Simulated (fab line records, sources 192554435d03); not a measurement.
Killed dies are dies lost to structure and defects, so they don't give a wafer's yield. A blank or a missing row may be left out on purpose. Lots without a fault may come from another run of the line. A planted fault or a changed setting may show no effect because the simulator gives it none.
fab line records | flow n5_finfet
record lots=10 wafers=26 last_day=17
route steps=1938 shown BEOL_M3@955 BEOL_M4@1111 PASSIVATION@1936
lots that met no fault: from a run of the same line without faults
start_h: hours from the record's first day to the start of the lot's first wafer shown | wait_h: hours since the lot's step before | " the same as in the row above | L1.1+2: a row that stands for several wafers | - no value, or no start given | * or withheld: withheld | < > ~ a bound
route shown NAME@n: a module of which the file shows steps, and the number in the route of the first | usual: mean/standard deviation of fault-free wafers | same: alike in all rows | chamber/n: place in a boat | sites: the reading at each site | _std_site: their standard deviation | _edge_site: outer sites' mean less inner sites' | radius_mm: how far each site lies from the wafer's centre | mask NAME#n: copy n | behind: the tool/chamber that last shaped the wafer | hold: why the lot was held/for how many hours/how that ended | device: the transistor (n, p or np) that didn't switch | end of line: the same wafers' tests at the end of the route | a step without rows: its recipe alone | killed: dies lost to structure and defects at the first sort, not the wafer's yield | map: a wafer's dies, x killed, . not, _ none there
set.NAME: the setting as run; set.NAME@STEP: as run at that earlier step | model.NAME: the simulator's own value behind a step, which no gauge read
steps of the route over a sample of lots; a table a step, a row a wafer
services: from which hour (start_h, from the record's first day; less than 0 if before it) a tool's chamber was out of use, for how many hours, and why
## steps
# step N5_BEOL_M3_STRIP_19
# recipe chemistry=O2 power_w=400 temp_c=40 pressure_mtorr=30 rf_frequency_hz=6e+07 bias_power_w=0 overash_fraction=0.2 o2_flow_sccm=225
# usual drypump_motor_current_A=5.8/0.37 oes_product_au=0.75/0.074 rf_vpp_V=3.7/0.54 showerhead_plenum_p_Torr=2.09/0.071 throttle_valve_pct=16.77/0.2
# columns lot.wafer tool chamber start_h wait_h drypump_motor_current_A oes_product_au rf_hours_counter_h rf_vpp_V showerhead_plenum_p_Torr throttle_valve_pct
L150.2 rie_diel-02 3 148.73 0.1 5.3 0.81 80 3.2 2.10 16.19
L150.6 " 3 " " 5.3 0.82 - 3.3 2.10 16.19
L152.2 rie_diel-03 2 161.30 0.1 6.0 0.70 243 3.3 1.99 17.13
L152.3 " 1 " " 6.2 0.77 161 3.2 2.15 16.85
L154.1 rie_diel-03 2 167.46 0.1 6.0 0.68 245 4.1 1.99 17.12
L154.2 " 0 " " 5.7 0.74 180 4.7 2.20 16.90
L154.3 " 3 " " 5.7 0.73 187 4.3 2.00 16.75
L155.1 rie_diel-02 2 183.65 0.1 5.2 0.69 198 3.2 2.09 16.96
L155.5 " 1 " " 5.7 0.93 - 4.6 2.06 16.45
L155.6 " 2 " " 5.2 0.70 - 4.5 2.09 16.97
L157.1 rie_diel-02 1 194.90 0.1 5.8 0.93 26 3.6 2.06 16.46
L157.3 " 2 " " 5.1 0.70 201 4.4 2.09 16.95
L161.1 rie_diel-02 3 222.62 0.1 5.3 0.79 102 3.8 2.09 16.23
L161.5 " 0 " " 6.3 0.73 - 3.8 2.03 16.86
L162.1 rie_diel-03 3 226.40 0.2 5.7 0.71 208 2.9 2.00 16.79
L162.2 " 2 " " 6.0 0.97 8 2.9 2.24 16.72
L162.3 " 1 " " 6.2 0.74 182 4.1 2.14 16.89
L166.1 rie_diel-01 1 244.86 0.3 5.5 0.72 213 3.5 2.07 16.91
L166.2 " 3 " " 5.4 0.71 194 3.8 2.08 16.80
L166.6 " 1 " " 5.5 0.72 - 4.3 2.07 16.92
L167.1 rie_diel-03 2 251.25 0.2 6.0 0.96 11 3.2 2.24 16.73
L167.2 " 3 " " 5.7 0.72 210 3.9 2.00 16.80
L167.3 " 1 " " 6.3 0.74 184 3.5 2.14 16.90
L171.2 rie_diel-02 1 281.24 0.1 5.8 0.88 56 4.8 2.05 16.51
L171.3 " 2 " " 5.1 0.67 231 4.2 2.07 17.01
L171.6 " 1 " " 5.7 0.88 - 3.2 2.05 16.51
# step N5_BEOL_M3_ALD_98
# recipe material=SiO2 target_thk_a=25 temp_c=100 ald_precursor_family=BDEAS ald_co_reactant=O2-plasma pulse_time_s=1 co_reactant_pulse_time_s=1 purge_time_s=2 co_reactant_purge_time_s=2 ald_cycles=17 pressure_torr=2
# usual heater_power_w=78/10 precursor_pulse_height_rel=1.000/0.02
# same ald_cycles=17
# columns lot.wafer tool chamber start_h wait_h heater_power_w precursor_pulse_height_rel
L150.2 ald_sin-01 2 149.70 0.2 100 1.032
L150.6 " 0 " " 70 0.982
L152.2 ald_sin-03 1 162.07 0.1 62 0.998
L152.3 " 3 " " 79 1.027
L154.1 ald_sin-01 0 168.23 0.1 69 1.012
L154.2 " 2 " " 100 0.973
L154.3 " 3 " " 80 0.960
L155.1 ald_sin-04 2 184.43 0.1 85 1.020
L155.5 " 0 " " 80 1.017
L155.6 " 1 " " 83 1.000
L157.1 ald_sin-03 0 195.70 0.1 73 0.966
L157.3 " 3 " " 81 0.997
L161.1 ald_sin-04 2 224.09 0.4 86 0.988
L161.5 " 1 " " 81 1.005
L162.1 ald_sin-01 1 227.21 0.1 83 0.984
L162.2 " 2 " " 98 0.991
L162.3 " 0 " " 67 1.018
L166.1 ald_sin-01 3 245.50 0.1 77 1.010
L166.2 " 1 " " 81 0.999
L166.6 " 2 " " 94 0.986
L167.1 ald_sin-04 3 252.85 0.4 60 1.007
L167.2 " 2 " " 89 1.006
L167.3 " 0 " " 78 1.016
L171.2 ald_sin-01 1 282.63 0.7 81 0.994
L171.3 " 0 " " 67 1.026
L171.6 " 0 " " 67 1.003
# step N5_BEOL_M3_VIA_ETCH_34
# recipe chemistry=C4F6/O2 target_depth_a=694 mask_material=SOC pressure_mtorr=15 ion_energy_ev=250 taper_deg=4 time_s=65.9 source_w=350 bias_w=170 Ar_flow_sccm=300 C4F6_flow_sccm=10 O2_flow_sccm=10
# usual bias_w=170.0/0.54 drypump_motor_current_A=5.7/0.39 oes_ar_750_au=0.76/0.08 oes_o_777_au=0.77/0.09 oes_product_au=0.76/0.082 rf_vpp_V=666/21 run_length_s=88.9/0.41 showerhead_plenum_p_Torr=2.82/0.071 throttle_valve_pct=30.8/0.45
# columns lot.wafer tool chamber start_h wait_h bias_w drypump_motor_current_A oes_ar_750_au oes_o_777_au oes_product_au rf_hours_counter_h rf_vpp_V run_length_s showerhead_plenum_p_Torr throttle_valve_pct
L150.2 rie_diel-02 3 151.99 0.0 169.6 5.3 0.82 0.82 0.81 81 671 88.6 2.87 30.3
L150.6 " 1 " " 169.3 5.8 0.95 0.97 0.95 - 676 88.2 2.79 30.4
L152.2 rie_diel-02 2 163.11 0.0 169.3 5.1 0.71 0.75 0.70 191 671 89.2 2.81 30.6
L152.3 " 1 " " 170.1 5.8 0.94 0.96 0.94 17 677 88.4 2.79 30.4
L154.1 rie_diel-01 0 174.07 0.0 170.2 5.7 0.70 0.73 0.71 236 689 89.1 2.79 30.6
L154.2 " 2 " " 169.3 6.3 0.77 0.77 0.78 148 696 89.0 2.71 30.4
L154.3 " 1 " " 170.5 5.5 0.75 0.76 0.74 185 639 88.9 2.87 31.2
L155.1 rie_diel-01 1 185.79 0.0 170.3 5.5 0.74 0.75 0.73 188 639 89.1 2.87 31.2
L155.5 " 0 " " 169.7 5.7 0.70 0.73 0.70 - 688 89.4 2.79 30.6
L155.6 " 1 " " 169.7 5.5 0.75 0.75 0.73 - 639 89.6 2.87 31.1
L157.1 rie_diel-02 3 197.06 0.0 171.0 5.4 0.81 0.80 0.79 94 668 88.5 2.87 30.3
L157.3 " 0 " " 170.4 6.3 0.73 0.69 0.72 202 635 88.5 2.85 31.7
L161.1 rie_diel-02 3 227.71 0.0 170.2 5.4 0.79 0.79 0.79 104 670 88.5 2.86 30.3
L161.5 " 2 " " 170.0 5.2 0.70 0.72 0.69 - 672 89.3 2.80 30.6
L162.1 rie_diel-01 1 232.58 0.0 170.0 5.4 0.73 0.75 0.72 207 639 89.0 2.86 31.2
L162.2 " 2 " " 169.5 6.2 0.76 0.75 0.75 170 696 88.7 2.70 30.4
L162.3 " 3 " " - 5.4 0.70 0.68 0.71 187 672 81.3 2.84 30.9
L166.1 rie_diel-01 3 246.20 0.0 - 5.4 0.69 0.67 0.70 194 672 81.2 2.84 30.9
L166.2 " 2 " " 169.8 6.2 0.75 0.75 0.75 177 695 88.5 2.69 30.4
L166.6 " 2 " " 170.4 6.2 0.75 0.75 0.75 - 695 88.7 2.69 30.4
L167.1 rie_diel-03 1 258.94 0.0 170.0 6.2 0.74 0.73 0.73 187 672 89.2 2.94 31.3
L167.2 " 0 " " 171.0 5.7 0.70 0.71 0.69 205 696 89.7 2.91 30.6
L167.3 " 2 " " 170.3 6.0 0.98 1.01 0.97 13 670 89.4 3.00 30.7
L171.2 rie_diel-02 3 287.20 0.0 169.9 5.4 0.78 0.78 0.77 120 671 88.9 2.85 30.3
L171.3 " 2 " " 170.5 5.2 0.68 0.71 0.67 233 672 89.2 2.79 30.6
L171.6 " 0 " " 169.6 6.3 0.71 0.68 0.70 - 636 89.2 2.83 31.7
# step N5_BEOL_M3_STRIP_97
# recipe chemistry=N2/H2 time_s=10 power_w=450 temp_c=40 pressure_mtorr=20 rf_frequency_hz=6e+07 bias_power_w=7 n2_flow_sccm=200 h2_flow_sccm=200
# usual drypump_motor_current_A=5.7/0.39 oes_product_au=0.76/0.082 rf_vpp_V=59.1/0.96 showerhead_plenum_p_Torr=2.51/0.057 throttle_valve_pct=23.7/0.47
# columns lot.wafer tool chamber start_h wait_h drypump_motor_current_A oes_product_au rf_hours_counter_h rf_vpp_V showerhead_plenum_p_Torr throttle_valve_pct
L150.2 rie_diel-02 3 - - 5.3 0.82 81 58.1 2.55 23.1
L150.6 " 1 " " 5.8 0.96 - 59.5 2.48 23.2
L152.2 rie_diel-02 2 - - 5.1 0.70 191 59.4 2.52 23.6
L152.3 " 1 " " 5.8 0.95 17 58.5 2.48 23.2
L154.1 rie_diel-01 0 - - 5.7 0.70 236 60.1 2.50 23.3
L154.2 " 2 " " 6.3 0.76 148 57.9 2.45 24.0
L154.3 " 1 " " 5.5 0.73 185 59.8 2.52 23.5
L155.1 rie_diel-01 1 - - 5.5 0.73 188 58.3 2.51 23.5
L155.5 " 0 " " 5.7 0.69 - 59.1 2.50 23.3
L155.6 " 1 " " 5.5 0.73 - 58.9 2.51 23.5
L157.1 rie_diel-02 3 - - 5.4 0.80 94 60.3 2.55 23.2
L157.3 " 0 " " 6.3 0.74 202 60.1 2.54 24.8
L161.1 rie_diel-02 3 - - 5.4 0.78 104 57.6 2.55 23.2
L161.5 " 2 " " 5.2 0.69 - 58.2 2.51 23.6
L162.1 rie_diel-01 1 - - 5.5 0.72 207 58.0 2.51 23.6
L162.2 " 2 " " 6.3 0.74 170 57.5 2.45 24.0
L162.3 " 3 " " 5.4 0.73 187 60.3 2.52 23.7
L166.1 rie_diel-01 3 - - 5.4 0.71 195 59.2 2.52 23.7
L166.2 " 2 " " 6.3 0.73 177 59.7 2.44 24.1
L166.6 " 2 " " 6.3 0.73 - 59.6 2.44 24.1
L167.1 rie_diel-03 1 - - 6.3 0.74 187 59.3 2.63 24.1
L167.2 " 0 " " 5.7 0.71 206 59.9 2.62 23.5
L167.3 " 2 " " 6.0 0.96 13 59.3 2.68 23.5
L171.2 rie_diel-02 3 - - 5.4 0.77 120 56.8 2.54 23.2
L171.3 " 2 " " 5.2 0.67 233 60.0 2.51 23.6
L171.6 " 0 " " 6.3 0.71 - 59.6 2.53 24.8
# step N5_BEOL_M4_RC_MEAS_101
# usual DIBL_N=37.5/2 DIBL_P=37.5/2.5 IOFF_N=0.18/0.042 IOFF_P=0.24/0.046 ION_N=677/15 ION_P=464/9.5 SS_N=72.0/0.76 SS_P=73.6/0.79 VT_N=249/3.5 VT_P=-249/3.2
# columns lot.wafer tool chamber start_h wait_h DIBL_N[mV/V] DIBL_P[mV/V] IOFF_N[nA/um] IOFF_P[nA/um] ION_N[uA/um] ION_P[uA/um] SS_N[mV/dec] SS_P[mV/dec] VT_N[mV] VT_P[mV]
L150.2 prober-02 0 170.18 0.2 37.0 38.6 0.17 0.23 691 466 72.8 74.1 247 -251
L150.6 " 0 " " 38.1 39.7 0.18 0.26 667 458 72.8 74.7 251 -249
L152.2 prober-01 0 181.31 0.2 36.9 37.5 0.16 0.20 657 451 72.8 73.8 251 -256
L152.3 " 0 " " 37.5 39.2 0.18 0.23 670 455 72.1 74.4 249 -250
L154.1 prober-01 0 195.03 0.0 34.2 34.4 0.15 0.18 682 471 72.3 73.2 253 -254
L154.2 " 0 " " 36.0 37.9 0.18 0.24 670 457 72.0 73.3 247 -249
L154.3 " 0 " " 36.8 38.0 0.20 0.23 687 464 72.0 74.3 247 -251
L155.1 prober-02 0 202.69 0.0 37.3 36.9 0.17 0.24 678 469 71.4 74.0 249 -249
L155.5 " 0 " " 39.1 38.0 0.20 0.26 684 472 72.7 74.2 248 -247
L155.6 " 0 " " 34.8 35.0 0.13 0.23 650 454 71.0 74.0 250 -248
L157.1 prober-02 0 216.10 0.0 34.7 33.6 0.12 0.16 657 454 70.5 71.5 257 -252
L157.3 " 0 " " 42.7 45.1 0.30 0.38 694 473 73.4 75.7 243 -241
L161.1 prober-01 0 244.47 0.0 37.6 36.7 0.15 0.21 672 463 70.9 73.2 251 -249
L161.5 " 0 " " 36.7 34.8 0.16 0.19 681 464 71.4 73.0 250 -248
L162.1 prober-02 0 247.20 0.0 39.4 39.6 0.22 0.23 676 457 72.2 74.0 248 -252
L162.2 " 0 " " 39.2 39.9 0.21 0.25 680 460 72.6 74.8 247 -249
L162.3 " 0 " " 34.6 34.0 0.14 0.17 663 448 71.4 72.7 252 -254
L166.1 prober-01 0 266.78 0.0 37.0 37.8 0.19 0.24 702 482 72.2 73.1 250 -248
L166.2 " 0 " " 34.2 33.9 0.13 0.19 650 451 71.8 72.7 252 -251
L166.6 " 0 " " 37.5 38.3 0.19 0.25 671 465 72.0 74.7 248 -247
L167.1 prober-01 0 273.67 0.0 40.8 40.6 0.23 0.29 690 470 72.2 74.2 244 -247
L167.2 " 0 " " 38.5 36.9 0.18 0.24 655 457 71.7 73.8 249 -247
L167.3 " 0 " " 39.0 38.1 0.19 0.25 664 460 71.6 73.0 249 -247
L171.2 prober-01 0 305.41 0.2 39.4 39.4 0.22 0.25 683 457 72.8 74.8 244 -249
L171.3 " 0 " " 34.4 34.4 0.12 0.18 672 465 71.4 73.1 251 -254
L171.6 " 0 " " 39.7 40.4 0.23 0.28 697 474 72.3 74.5 241 -249
# step N5_PASSIVATION_PROBE_49
# usual defect_limited_yield=91.8/1.5 killed_at_M0_to_M3=33/11 killed_at_M4_up=13/5 killed_at_contacts=11/5.6 killed_at_front_end=36/12 killed_at_other=3.4/2.5 killed_dies=97/18 killed_on_rim=12/4.2 killed_open=64/13 killed_short=31/6.9 sort_bin_4_leakage=0.01/0.048 sort_bin_5_function=4.8/1 sort_bin_6_memory=3.1/0.64 sort_n_pass=1083/18 sort_yield_pct=91.8/1.5
# same gross_dies=1180 killed_at_back_side=0 sort_bin_8_speed[%]=0
# columns lot.wafer tool chamber start_h wait_h defect_limited_yield[%] killed_at_M0_to_M3 killed_at_M4_up killed_at_contacts killed_at_front_end killed_at_other killed_dies killed_on_rim killed_open killed_short sort_bin_4_leakage[%] sort_bin_5_function[%] sort_bin_6_memory[%] sort_n_pass sort_yield_pct[%]
L150.2 prober-02 - 277.19 0.1 92.5 31 13 7 35 2 88 10 60 28 0 3.7 3.5 1092 92.5
L150.6 prober-02 - 277.39 0.3 92.1 47 10 9 27 0 93 6 57 35 0 4.0 3.6 1087 92.1
L152.2 prober-01 - 286.15 0.1 92.0 41 12 7 26 8 94 14 64 30 0 4.3 3.4 1086 92.0
L152.3 prober-01 - 286.20 0.1 91.7 38 17 3 32 8 98 12 65 33 0 5.3 2.8 1082 91.7
L155.1 prober-02 - 300.55 0.0 92.6 16 19 11 36 5 87 11 59 26 0 4.7 2.5 1093 92.6
L155.5 prober-02 - 300.75 0.2 92.1 22 19 19 28 5 93 11 72 21 0 5.2 2.5 1087 92.1
L155.6 prober-02 - 300.80 0.3 91.9 25 12 12 41 5 95 8 63 30 0 5.3 2.7 1085 91.9
L157.1 prober-01 - 327.44 0.0 93.6 20 7 11 32 6 76 6 49 26 0 3.1 3.1 1104 93.6
L157.3 prober-01 - 327.54 0.1 92.5 24 12 16 35 1 88 10 59 28 0.17 4.1 3.2 1090 92.4
L161.1 prober-01 - 349.03 0.0 92.5 27 7 13 38 3 88 15 55 32 0 4.3 2.9 1092 92.5
L161.5 prober-01 - 349.23 0.2 93.1 23 17 14 27 1 82 11 53 25 0 3.6 2.9 1098 93.1
L166.1 prober-02 - 370.08 0.0 90.5 39 12 14 41 6 112 11 77 30 0 5.9 3.1 1068 90.5
L166.2 prober-02 - 370.13 0.1 91.3 44 15 19 22 3 103 14 66 34 0 4.8 3.4 1077 91.3
L166.6 prober-02 - 370.33 0.3 92.0 47 10 8 26 3 94 13 68 25 0 5.2 2.4 1086 92.0
L167.1 prober-01 - 373.95 0.0 90.9 35 16 11 42 3 107 10 56 43 0 5.4 3.0 1073 90.9
L167.2 prober-01 - 374.00 0.1 92.8 36 9 7 31 2 85 16 39 44 0 3.9 3.0 1095 92.8
L167.3 prober-01 - 374.05 0.1 91.4 35 15 4 46 1 101 18 62 27 0 5.0 2.5 1079 91.4
# killed by level:class
L150.2 BEOL_M2:geometric_particle:open=9 GATE_CUT:geometric_particle:short=8 GATE_CUT:geometric_particle:open=6 MOL_CONTACT_COAG:geometric_particle:open=6 DUMMY_GATE:geometric_particle:open=5 BEOL_M0_SAQP:geometric_particle:open=5 BEOL_M0_SAQP:geometric_particle:short=4 BEOL_M1:geometric_particle:open=4
L150.6 BEOL_M1:geometric_particle:open=17 BEOL_M0_SAQP:geometric_particle:short=11 GATE_CUT:geometric_particle:short=6 MOL_CONTACT_COAG:geometric_particle:open=6 BEOL_M2:geometric_particle:open=6 BEOL_M4:geometric_particle:open=5 FIN_SAQP:geometric_particle:open=4 STI_FIN_REVEAL:geometric_particle:open=4
L152.2 BEOL_M0_SAQP:geometric_particle:short=14 FIN_SAQP:geometric_particle:open=11 BEOL_M0_SAQP:geometric_particle:open=11 BEOL_M3:geometric_particle:open=6 MOL_CONTACT_COAG:geometric_particle:open=5 BEOL_M4:geometric_particle:open=5 GATE_CUT:geometric_particle:short=4 BEOL_M0:geometric_particle:open=4
L152.3 FIN_SAQP:geometric_particle:open=12 BEOL_M0_SAQP:geometric_particle:short=11 BEOL_M0_SAQP:geometric_particle:open=10 BEOL_M4:geometric_particle:open=9 FIN_SAQP:geometric_particle:short=5 BEOL_M2:geometric_particle:open=5 DUMMY_GATE:geometric_particle:open=4 BEOL_M1:geometric_particle:open=4
L155.1 STI_FIN_REVEAL:geometric_particle:open=10 FIN_SAQP:geometric_particle:open=7 MOL_CONTACT_COAG:geometric_particle:open=7 BEOL_M4:geometric_particle:open=7 BEOL_M0_SAQP:geometric_particle:open=6 DUMMY_GATE:geometric_particle:open=4 BEOL_M0_SAQP:geometric_particle:short=4 MOL_CONTACT_COAG:geometric_particle:short=4
L155.5 MOL_CONTACT_COAG:geometric_particle:open=16 STI_FIN_REVEAL:geometric_particle:open=9 BEOL_M0_SAQP:geometric_particle:short=8 BEOL_M4:geometric_particle:open=7 BEOL_M2:geometric_particle:open=6 FIN_SAQP:geometric_particle:open=5 BEOL_M0_SAQP:geometric_particle:open=4 BEOL_M5:geometric_particle:open=4
L155.6 STI_FIN_REVEAL:geometric_particle:open=12 MOL_CONTACT_COAG:geometric_particle:open=9 GATE_CUT:geometric_particle:short=7 BEOL_M0_SAQP:geometric_particle:open=7 DUMMY_GATE:geometric_particle:open=6 BEOL_M2:geometric_particle:open=6 FIN_SAQP:geometric_particle:open=4 BEOL_M0_SAQP:geometric_particle:short=4
L157.1 MOL_CONTACT_COAG:geometric_particle:open=10 FIN_SAQP:geometric_particle:short=8 FIN_SAQP:geometric_particle:open=7 BEOL_M3:geometric_particle:open=7 BEOL_M0_SAQP:geometric_particle:open=5 PASS1_CAP:geometric_particle:short=4 STARTING-WAFER:geometric_particle:short=4 STI_FIN_REVEAL:geometric_particle:open=3
L157.3 STI_FIN_REVEAL:geometric_particle:open=10 MOL_CONTACT_COAG:geometric_particle:open=10 FIN_SAQP:geometric_particle:open=8 BEOL_M4:geometric_particle:open=7 MOL_CONTACT_COAG:geometric_particle:short=6 GATE_CUT:geometric_particle:short=5 BEOL_M2:geometric_particle:open=5 BEOL_M0_SAQP:geometric_particle:short=4
L161.1 FIN_SAQP:geometric_particle:short=12 MOL_CONTACT_COAG:geometric_particle:open=11 BEOL_M1:geometric_particle:open=7 FIN_SAQP:geometric_particle:open=6 STI_FIN_REVEAL:geometric_particle:open=6 BEOL_M2:geometric_particle:open=6 DUMMY_GATE:geometric_particle:open=4 BEOL_M0_SAQP:geometric_particle:open=4
L161.5 MOL_CONTACT_COAG:geometric_particle:open=11 BEOL_M2:geometric_particle:open=8 DUMMY_GATE:geometric_particle:open=6 BEOL_M0_SAQP:geometric_particle:short=5 BEOL_M4:geometric_particle:open=5 FIN_SAQP:geometric_particle:open=4 BEOL_M8:geometric_particle:open=4 FIN_SAQP:geometric_particle:short=3
L166.1 BEOL_M0_SAQP:geometric_particle:open=12 BEOL_M2:geometric_particle:open=12 MOL_CONTACT_COAG:geometric_particle:open=11 FIN_SAQP:geometric_particle:open=10 STI_FIN_REVEAL:geometric_particle:open=5 STARTING-WAFER:geometric_particle:short=5 BEOL_M0_SAQP:geometric_particle:short=5 BEOL_M1:geometric_particle:open=5
L166.2 MOL_CONTACT_COAG:geometric_particle:open=14 BEOL_M0_SAQP:geometric_particle:open=14 BEOL_M0_SAQP:geometric_particle:short=10 BEOL_M1:geometric_particle:open=8 BEOL_M2:geometric_particle:open=6 STI_FIN_REVEAL:geometric_particle:open=5 MOL_CONTACT_COAG:geometric_particle:short=5 STI_FIN_REVEAL:geometric_particle:short=4
L166.6 BEOL_M0_SAQP:geometric_particle:short=13 BEOL_M1:geometric_particle:open=10 BEOL_M2:geometric_particle:open=10 MOL_CONTACT_COAG:geometric_particle:open=8 STI_FIN_REVEAL:geometric_particle:open=7 BEOL_M0_SAQP:geometric_particle:open=5 BEOL_M3:geometric_particle:open=5 STARTING-WAFER:geometric_particle:open=5
L167.1 FIN_SAQP:geometric_particle:short=11 BEOL_M2:geometric_particle:open=9 MOL_CONTACT_COAG:geometric_particle:open=7 BEOL_M0_SAQP:geometric_particle:open=7 BEOL_M0_SAQP:geometric_particle:short=6 HKMG_FIN:area_etch=5 FIN_SAQP:geometric_particle:open=4 STI_FIN_REVEAL:geometric_particle:open=4
L167.2 BEOL_M0_SAQP:geometric_particle:short=12 BEOL_M2:geometric_particle:open=6 FIN_SAQP:geometric_particle:short=5 STI_FIN_REVEAL:geometric_particle:open=4 GATE_CUT:geometric_particle:short=4 MOL_CONTACT_COAG:geometric_particle:open=4 BEOL_M1:geometric_particle:open=4 FIN_SAQP:geometric_particle:open=3
L167.3 BEOL_M0_SAQP:geometric_particle:open=10 FIN_SAQP:geometric_particle:short=10 BEOL_M2:geometric_particle:open=9 HKMG_FIN:area_etch=9 GATE_CUT:geometric_particle:short=6 BEOL_M4:geometric_particle:open=6 STI_FIN_REVEAL:geometric_particle:open=5 ILD0:geometric_particle:open=5
## services
# columns tool chamber start_h hours kind
rie_diel-01 0 137.19 2.4 repair
rie_diel-01 3 176.74 8.3 repair
ald_sin-01 - 176.75 14.0 pm
ald_sin-01 0 176.75 14.0 vent_cycle
ald_sin-01 1 176.75 14.0 vent_cycle
ald_sin-01 2 176.75 14.0 vent_cycle
ald_sin-01 3 176.75 14.0 vent_cycle
rie_diel-03 2 181.29 - clean
rie_diel-03 2 181.29 - consumable_replace:focus_ring
rie_diel-03 2 181.29 - consumable_replace:showerhead
rie_diel-03 2 181.29 19.7 scheduled_down
rie_diel-03 2 181.29 19.7 vent_cycle
ald_sin-01 0 190.75 - clean
ald_sin-01 1 190.75 - clean
ald_sin-01 2 190.75 - clean
ald_sin-01 3 190.75 - clean
rie_diel-03 - 234.90 15.6 pm
ald_sin-03 - 269.08 14.0 pm
ald_sin-03 0 269.08 14.0 vent_cycle
ald_sin-03 1 269.08 14.0 vent_cycle
rie_diel-01 0 270.83 - clean
rie_diel-01 0 270.83 - consumable_replace:focus_ring
rie_diel-01 0 270.83 24.0 scheduled_down
rie_diel-01 0 270.83 24.0 vent_cycle
## key
first_sign step=N5_BEOL_M3_VIA_ETCH_34 reading=run_length_s direction=down sigmas=19 usual=* struck=*
effect none on later readings
met_at N5_BEOL_M3_VIA_ETCH_34
struck_lots L162,L166
struck_wafers L162.3,L166.1
not_acting_at N5_BEOL_M3_STRIP_19,N5_BEOL_M3_ALD_98,N5_BEOL_M3_STRIP_97
fault kind=process_parameter_drift tool=rie_diel-01 chamber=3 onset_h=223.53 steps=N5_BEOL_M3_VIA_ETCH_34 channel=time_s offset=* shape=step end_h=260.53 acts_in=* stated=*
